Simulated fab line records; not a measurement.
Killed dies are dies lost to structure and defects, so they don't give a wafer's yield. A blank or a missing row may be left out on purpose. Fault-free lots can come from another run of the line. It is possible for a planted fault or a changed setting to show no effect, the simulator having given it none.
Code-filled problem report in 8D (eight disciplines) form -- flow n5-finfet -- the parts of the form that need people (team, actions taken, sign-off) are left out

1. WHAT IS WRONG
N5_BEOL_M3_ETCH_70, rf-fwd-power-W: mean 636 W over 1 wafer from 1 lot; wafers with no fault: 836 W, standard deviation 3. Measured from the usual mean, that is -67 standard deviations.
The step: etches SOC in N2/H2, target depth 80 nm, overetch 16 nm, time 120 s.
The first sign was on wafer L764.2 at day 8 10:35, on rie-diel-03. The record has a number at this step for 29 wafers belonging to 10 lots. The rule behind "out" and "out of limits": a value lying over 4 standard deviations away from the usual mean. Any other wafer with a number is counted as sound.

2. WHAT IT IS, WHAT IT ISN'T
question,is,is not
which readings at this step,"rf-fwd-power-W, rf-vpp-V","drypump-motor-current-A, oes-product-au, showerhead-plenum-p-Torr, throttle-valve-pct"
which lots,L764,"L759, L769, L772, L773, L775, L778, L779, L780, L781"
which wafers of those lots,L764.2,"L764.3, L764.6"
read on which tools,rie-diel-03,"rie-diel-05, rie-diel-06"
when,from day 8 10:35,"up to then (5 sound wafers); but 23 sound wafers of L769, L772, L773, L775, L778, L779, L780, L781 came after"

3. WHAT RULES OUT EACH SUSPECT
Counting: if a tool at a process step up to the reading ran every lot that is out, it stays a suspect. Sound lots after the first of them don't rule it out here, since some wafers of a struck lot are sound.
- rie-diel-03 at N5_BEOL_M3_ETCH_70 (etches SOC in N2/H2, target depth 80 nm, overetch 16 nm, time 120 s): kept. It ran the lot that is out, L764 (day 8 10:35). Out on those wafers are its own readings of rf-fwd-power-W, rf-vpp-V.
- At N5_BEOL_M3_ETCH_70, inside rie-diel-03: chamber 1 took the wafers that are out, while their sound lot-mates went through chambers 0, 2.
Remaining after the count: rie-diel-03 at N5_BEOL_M3_ETCH_70.

4. THE CAUSE (what the simulator had put in)
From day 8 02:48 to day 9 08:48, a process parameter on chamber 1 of rie-diel-03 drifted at N5_BEOL_M3_ETCH_70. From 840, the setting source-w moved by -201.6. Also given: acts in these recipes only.
The count eliminated every tool but this one.

5. THE CHAIN OF EFFECTS, in route order
One row per reading whose mean, taken over the struck wafers that have a number, lies over 3 standard deviations from the usual. Only readings for which the record gives a usual standard deviation are gone through. hours: the time from each lot's start at the first step in this table that gives one to its start at this step, as a median over the lots. sigmas: the change in usual standard deviations.
hours,step,reading,usual,on struck wafers,change,sigmas
0,N5_BEOL_M3_ETCH_70,rf-fwd-power-W,836 W,636,-200,-67
0,N5_BEOL_M3_ETCH_70,rf-vpp-V,524.3 V,570.4,+46.1,+18
The process steps in it:
- N5_BEOL_M3_ETCH_70: etches SOC in N2/H2, target depth 80 nm, overetch 16 nm, time 120 s.
At these later measuring or inspecting steps, every struck wafer for which the step has a row has a number for every such reading, and none has moved that far: N5_BEOL_M3_OCD_MEAS_38, N5_BEOL_M4_RC_MEAS_101.

6. WHAT WOULD HAVE CAUGHT IT SOONER
In this record no reading fell out of limits until day 8 10:35, 8 hours after the fault had begun at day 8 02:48.
